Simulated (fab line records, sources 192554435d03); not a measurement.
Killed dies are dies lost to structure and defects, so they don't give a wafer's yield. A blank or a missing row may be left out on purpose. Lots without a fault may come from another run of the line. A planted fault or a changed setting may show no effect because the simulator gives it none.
Chamber matching | flow n5_finfet | N5_DUMMY_GATE_STRIP_41 on rie_diel-04: 4 sister chambers
The step strips in O2. 4 wafers are shown with their chamber, then 9 later ones without.

WAFERS WITH THEIR CHAMBER
wafer  | chamber | showerhead_plenum_p_Torr (Torr)
L090.5 | 1       | 2.04
L091.3 | 0       | 2.08
L091.5 | 3       | 2.07
L091.6 | 2       | 2.09

WAFERS WITHOUT THEIR CHAMBER
wafer  | showerhead_plenum_p_Torr (Torr)
L093.3 | 2.07
L093.4 | 2.03
L093.6 | 2.08
L096.1 | 2.06
L096.2 | 2.08
L096.3 | 2.09
L096.4 | 2.03
L096.5 | 2.09
L096.6 | 2.03

WHICH CHAMBER EACH WENT THROUGH
wafer  | from the rows above          | in truth
L093.3 | can't be placed: 3 or 0      | 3
L093.4 | 1                            | 1
L093.6 | can't be placed: 0 or 2 or 3 | 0
L096.1 | can't be placed: 3 or 0 or 1 | 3
L096.2 | can't be placed: 0 or 2 or 3 | 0
L096.3 | can't be placed: 2 or 0      | 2
L096.4 | 1                            | 1
L096.5 | can't be placed: 2 or 0      | 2
L096.6 | 1                            | 1
Placed correctly: 3 of 9. Can't be placed from these rows: 6 (the true chamber is among the candidates in 6). Placed wrongly: 0.
How it was worked out, from the rows above alone: a wafer's distance from a chamber is the root of the sum, over the readings, of the square of ((its reading less the chamber's mean) divided by the reading's scatter). The wafer belongs to the nearest chamber; if the next one is less than 2 further off, it can't be placed. A chamber's mean is the mean of its shown wafers. The scatter: with one shown wafer a chamber, the root of the mean of the squares of how far each hidden wafer lies from its nearest shown one.
